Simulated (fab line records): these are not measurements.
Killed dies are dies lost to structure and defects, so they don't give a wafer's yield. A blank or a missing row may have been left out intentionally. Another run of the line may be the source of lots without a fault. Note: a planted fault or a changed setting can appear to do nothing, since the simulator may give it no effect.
What tool caused it? | flow nand_harc | 12 lots with 36 wafers sampled at 5 steps, on a route of 1302 steps

## WHAT THE GAUGES READ, wafer by wafer
NHARC_P_GATE_CD_MEAS_11: target cd 1640 nm. Usual: 1639.6 nm for cd_nm, sd 2.5.
lot  | measured     | on        | cd_nm (nm)           | flag
L321 | day 4 14:18  | cd_sem-03 | 1643.5 1644.9 1638.0 |
L322 | day 4 18:32  | cd_sem-02 | 1641.2 1639.9 1640.9 |
L323 | day 5 02:47  | cd_sem-01 | 1638.2 1639.9 1638.5 |
L324 | day 5 14:20  | cd_sem-02 | 1643.4 1638.3 1640.3 |
L326 | day 6 08:32  | cd_sem-02 | 1636.1 1637.5 1639.6 |
L327 | day 6 19:55  | cd_sem-02 | 1636.0 1638.9 1637.8 |
L329 | day 7 19:12  | cd_sem-02 | 1639.4 1637.2 1637.8 |
L332 | day 8 22:11  | cd_sem-01 | 1645.9 1641.2 1637.9 |
L336 | day 10 10:25 | cd_sem-01 | 1643.4 1641.7 1639.2 |
L337 | day 10 23:29 | cd_sem-02 | 1640.1 1638.5 1637.9 |
L343 | day 13 13:46 | cd_sem-03 | 1634.9 1636.3 1637.6 |
L344 | day 13 20:16 | cd_sem-02 | 1639.1 1639.6 1636.0 |

NHARC_END_SORT_01. Usual: killed_at_array 45, standard deviation 18; killed_at_other 0.9, standard deviation 1.3; killed_at_periphery 3.7, standard deviation 2.2; killed_dies 50, standard deviation 18; killed_open 3.2, standard deviation 1.9; killed_short 2.4, standard deviation 1.6.
lot  | measured     | on        | killed_at_array | killed_at_other | killed_at_periphery | killed_dies | killed_open | killed_short | flag
L323 | day 25 03:10 | prober-01 | 45 41 38        | 0 0 0           | 5 3 3               | 50 44 41    | 4 2 4       | 3 3 5        |
L336 | day 30 05:20 | prober-01 | 57 67 52        | 2 1 0           | 5 1 2               | 64 69 54    | 3 4 5       | 2 3 3        |

## EACH LOT AND THE TOOL THAT RAN IT (in order: tool; ch and the chambers of the sampled wafers; start)
lot  | NHARC_P_GATE_SOFTBAKE_21          | NHARC_P_GATE_HM_OPEN_105                      | NHARC_P_GATE_ETCHBACK_37
L321 | litho_track-04 ch 0, day 5 03:00  | rie_diel-04 ch 0,1, no start                  | rie_diel-11 ch 1,2,3, no start
L322 | litho_track-06 ch 0, day 5 08:00  | rie_diel-04 ch 1,3, no start                  | rie_diel-04 ch 0,3, no start
L323 | litho_track-01 ch 0, day 5 17:00  | rie_diel-08 ch 0,1,3, day 25 03:10 or earlier | rie_diel-11 ch 2,3, day 25 03:10 or earlier
L324 | litho_track-04 ch 0, day 6 07:00  | rie_diel-08 ch 1,2,3, no start                | rie_diel-11 ch 0,1,2, no start
L326 | litho_track-06 ch 0, day 6 22:00  | rie_diel-08 ch 1,3, no start                  | rie_diel-11 ch 0,1,3, no start
L327 | litho_track-01 ch 0, day 7 10:00  | rie_diel-08 ch 1,2,3, no start                | rie_diel-08 ch 0,1,2, no start
L329 | litho_track-06 ch 0, day 8 10:00  | rie_diel-11 ch 0,3, no start                  | rie_diel-08 ch 2,3, no start
L332 | litho_track-06 ch 0, day 9 13:00  | rie_diel-11 ch 0,1,3, no start                | rie_diel-04 ch 1,2,3, no start
L336 | litho_track-04 ch 0, day 11 04:00 | rie_diel-08 ch 0,1,2, day 30 05:20 or earlier | rie_diel-08 ch 1,2, day 30 05:20 or earlier
L337 | litho_track-04 ch 0, day 11 15:00 | rie_diel-11 ch 2,3, no start                  | rie_diel-04 ch 0,1,2, no start
L343 | litho_track-01 ch 0, day 14 08:00 | rie_diel-11 ch 2,3, no start                  | rie_diel-04 ch 1,2, no start
L344 | litho_track-01 ch 0, day 14 10:00 | rie_diel-08 ch 0,2,3, no start                | rie_diel-08 ch 1,2,3, no start
- NHARC_P_GATE_SOFTBAKE_21: time 55 s.
- NHARC_P_GATE_HM_OPEN_105: chemistry O2/COS, target depth 360 nm.
- NHARC_P_GATE_ETCHBACK_37: etches the open film in CHF3/O2, target depth 34.5 nm, time 17.2 s.

## WHAT THE TOOLS THEMSELVES READ (means of the sampled wafers that have a number; where no wafer has one, the mark that the record gives instead)
NHARC_P_GATE_SOFTBAKE_21. Usual: 188.44 W for heater_power_total_W, sd 0.13.
lot  | tool           | heater_power_total_W (W) | flag
L321 | litho_track-04 | 188.41                   |
L322 | litho_track-06 | 188.38                   |
L323 | litho_track-01 | 188.39                   |
L324 | litho_track-04 | 188.64                   |
L326 | litho_track-06 | 188.40                   |
L327 | litho_track-01 | 188.59                   |
L329 | litho_track-06 | 188.48                   |
L332 | litho_track-06 | 188.33                   |
L336 | litho_track-04 | 323.22                   | OFF
L337 | litho_track-04 | 323.21                   | OFF
L343 | litho_track-01 | 188.60                   |
L344 | litho_track-01 | 188.47                   |

NHARC_P_GATE_HM_OPEN_105. Usual: drypump_motor_current_A 5.6 A, standard deviation 0.46; oes_product_au 0.999 a.u., standard deviation 0.013; rf_vpp_V 467.1 V, standard deviation 2.5; showerhead_plenum_p_Torr 3.12 Torr, standard deviation 0.11; throttle_valve_pct 28.329 %, standard deviation 0.0091.
lot  | tool        | drypump_motor_current_A (A) | oes_product_au (a.u.) | rf_vpp_V (V) | showerhead_plenum_p_Torr (Torr) | throttle_valve_pct (%) | flag
L321 | rie_diel-04 | 5.3                         | 1.014                 | 470.4        | 3.24                            | 28.325                 |
L322 | rie_diel-04 | 5.8                         | 1.012                 | 468.6        | 3.23                            | 28.326                 |
L323 | rie_diel-08 | 5.8                         | 0.998                 | 466.3        | 3.06                            | 28.328                 |
L324 | rie_diel-08 | 5.5                         | 1.009                 | 466.4        | 3.09                            | 28.328                 |
L326 | rie_diel-08 | 6.0                         | 1.009                 | 467.5        | 3.14                            | 28.325                 |
L327 | rie_diel-08 | 5.5                         | 1.001                 | 466.1        | 3.09                            | 28.334                 |
L329 | rie_diel-11 | 5.8                         | 0.988                 | 467.9        | 3.12                            | 28.327                 |
L332 | rie_diel-11 | 5.8                         | 0.997                 | 466.9        | 3.14                            | 28.325                 |
L336 | rie_diel-08 | 5.4                         | 1.001                 | 464.8        | 3.02                            | 28.341                 |
L337 | rie_diel-11 | 5.5                         | 0.989                 | 470.1        | 3.24                            | 28.331                 |
L343 | rie_diel-11 | 5.7                         | 0.988                 | 468.2        | 3.17                            | 28.323                 |
L344 | rie_diel-08 | 5.3                         | 1.003                 | 463.8        | 3.00                            | 28.334                 |

NHARC_P_GATE_ETCHBACK_37. Usual: drypump_motor_current_A 5.6 A, standard deviation 0.45; oes_product_au 0.95 a.u., standard deviation 0.031; rf_vpp_V 370.5 V, standard deviation 1.9; showerhead_plenum_p_Torr 2.40 Torr, standard deviation 0.082; throttle_valve_pct 20.572 %, standard deviation 0.0089.
lot  | tool        | drypump_motor_current_A (A) | oes_product_au (a.u.) | rf_vpp_V (V) | showerhead_plenum_p_Torr (Torr) | throttle_valve_pct (%) | flag
L321 | rie_diel-11 | 5.7                         | 1.00                  | 370.8        | 2.44                            | 20.574                 |
L322 | rie_diel-04 | 5.3                         | 0.93                  | 372.2        | 2.49                            | 20.575                 |
L323 | rie_diel-11 | 5.5                         | 0.99                  | 372.6        | 2.50                            | 20.577                 |
L324 | rie_diel-11 | 6.0                         | 0.91                  | 370.6        | 2.37                            | 20.573                 |
L326 | rie_diel-11 | 5.8                         | 0.99                  | 371.2        | 2.42                            | 20.567                 |
L327 | rie_diel-08 | 5.4                         | 0.94                  | 368.5        | 2.32                            | 20.581                 |
L329 | rie_diel-08 | 5.3                         | 1.01                  | 369.7        | 2.37                            | 20.565                 |
L332 | rie_diel-04 | 5.6                         | 0.95                  | 371.0        | 2.44                            | 20.568                 |
L336 | rie_diel-08 | 5.7                         | 0.93                  | 369.8        | 2.38                            | 20.564                 |
L337 | rie_diel-04 | 5.4                         | 0.98                  | 371.2        | 2.45                            | 20.577                 |
L343 | rie_diel-04 | 5.6                         | 0.92                  | 371.6        | 2.44                            | 20.580                 |
L344 | rie_diel-08 | 5.5                         | 0.93                  | 369.8        | 2.37                            | 20.578                 |

## THE ANSWER, worked out from the rows above alone
Rule: a lot is off if the mean of its wafers that have a number lies more than 3 standard deviations from the usual mean. A lot without any number at a reading at which 4 lots or more have one is off too. All remaining lots with rows at the step are treated as sound. After the gauges, taken in route order, come the tools' own readings; for these a lot's mean is taken, as printed above. At the first step where some lot is off, the reading lying furthest off is the one used; lots without a number count as furthest.
Off, at NHARC_P_GATE_SOFTBAKE_21 on heater_power_total_W: L336, L337.
A tool fits if, at that step or a process step before it, it ran every lot that is off, and no sound lot after the first of them. One fits: NHARC_P_GATE_SOFTBAKE_21 on litho_track-04. Its last sound lot is L324 (day 6 07:00), its first lot that is off L336 (day 11 04:00): a fault that began between those two fits.
The tool's own readings at NHARC_P_GATE_SOFTBAKE_21 bear it out: on the lots that are off they differ by more than 5 times the standard deviation of the sound lots' means. heater_power_total_W reads 323.22 W there against 188.47 W on the sound lots.

## WHAT HAD BEEN PUT IN BY THE SIMULATOR
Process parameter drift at NHARC_P_GATE_SOFTBAKE_21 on litho_track-04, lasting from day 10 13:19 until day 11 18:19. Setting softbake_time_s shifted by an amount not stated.
Lots struck among those shown: L336, L337. The rule given above showed the same thing.
